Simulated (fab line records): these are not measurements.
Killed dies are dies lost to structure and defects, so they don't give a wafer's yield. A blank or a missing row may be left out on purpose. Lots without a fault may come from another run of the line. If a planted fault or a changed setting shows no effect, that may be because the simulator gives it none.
Split-lot experiment | flow n5 finfet | 7 lots, 21 wafers read, on a route of 1938 steps

== ON THE SPLIT ==
At N5_BEOL_M14_TRENCH_ETCH_34 (etches SiO2 in C4F8/O2/Ar, target depth 556.65 nm, time 126.9 s), the setting bias w was moved away from the recipe's 2040 W on 10 of the 21 wafers read, by -13.4% to +17.7%. This setting was run at the recipe's value on the other wafers.

The reading is taken at the split's own step.

== THE READING ==
rf vpp V, in V, at N5_BEOL_M14_TRENCH_ETCH_34 (etches SiO2 in C4F8/O2/Ar, target depth 556.65 nm, time 126.9 s). On this fab line, fault-free wafers typically give 2225 V with a standard deviation of 18 V.

wafer  | tool, chamber at the split | bias w as run, W | against the recipe | rf vpp V, V | against lot-mates on the recipe
L074.2 | rie diel-01, 3             | 2401             | +17.7%             | 2524        | +296
L074.4 | rie diel-01, 1             | 2040             | recipe             | 2228        | -
L074.5 | rie diel-01, 1             | 2040             | recipe             | 2229        | -
L077.2 | rie diel-01, 0             | 2040             | recipe             | 2214        | -
L077.4 | rie diel-01, 2             | 1767             | -13.4%             | 2021        | -193
L077.6 | rie diel-01, 1             | 1767             | -13.4%             | 2013        | -201
L076.1 | rie diel-03, 3             | 2040             | recipe             | 2230        | -
L076.2 | rie diel-03, 2             | 2040             | recipe             | 2195        | -
L076.6 | rie diel-03, 3             | 1860             | -8.8%              | 2091        | -122
L082.2 | rie diel-03, 0             | 1793             | -12.1%             | 2015        | no lot-mate on the recipe
L082.3 | rie diel-03, 1             | 1793             | -12.1%             | 2017        | no lot-mate on the recipe
L082.4 | rie diel-03, 3             | 1793             | -12.1%             | 2035        | no lot-mate on the recipe
L083.1 | rie diel-01, 1             | 2040             | recipe             | 2228        | -
L083.3 | rie diel-01, 2             | 2298             | +12.6%             | 2426        | +198
L083.4 | rie diel-01, 3             | 2298             | +12.6%             | 2449        | +221
L090.1 | rie diel-01, 2             | 2040             | recipe             | 2236        | -
L090.2 | rie diel-01, 1             | 2145             | +5.1%              | 2303        | +67
L090.6 | rie diel-01, 2             | 2040             | recipe             | 2236        | -
L095.1 | rie diel-03, 0             | 2040             | recipe             | 2208        | -
L095.4 | rie diel-03, 2             | 2040             | recipe             | 2191        | -
L095.6 | rie diel-03, 0             | 2040             | recipe             | 2207        | -

FIT RESULTS
A straight line over all 21 wafers: rf vpp V changes by +16.4 V for each +1% of bias w; r = +0.99; the points scatter about the line by 15 V.
The same after taking each lot's own level away (the mean of its wafers on the recipe; 18 wafers): +15.7 V for each +1%; r = +1.00; scatter 12 V.
According to that fit, moving bias w by its largest amount changes the reading by 2.8e+02 V.
The lots' own levels span 2202.0 to 2236.0 V, that is 1.9 times the standard deviation above.
The two slopes agree, so the slope changes little with the lot-to-lot level.
Check: +274 V against its lot-mates is what the line predicts for one of the wafers moved furthest among these (+17.7%) when that wafer is left out of the fit. It came out at +296 V against them.
Tool readings at the split's step, against how far the setting was moved: rf vpp V r = +0.99.

== THESE WAFERS: OTHER SPLITS ==
Before the reading, these wafers also passed through other splits. Each is held against what the fit with the lots' levels taken away leaves over:
other split on the same wafers | wafers away from the commonest value | r with rf vpp V (lot level and that fit taken away)
N5_BEOL_M12_SPUTTER_43 time s  | 5                                    | +0.28
N5_BEOL_M13_ILD_DEP_00 time s  | 6                                    | -0.01
N5_BEOL_M14_ILD_DEP_00 time s  | 4                                    | -0.42
N5_BEOL_M14_COAT_04 spin rpm   | 8                                    | +0.41
N5_BEOL_M14_PEB_26 peb temp c  | 6                                    | +0.41

== THE FILE'S OWN FIT ==
rf vpp V changes by +15.8 V for each +1% of bias w, r = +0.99.
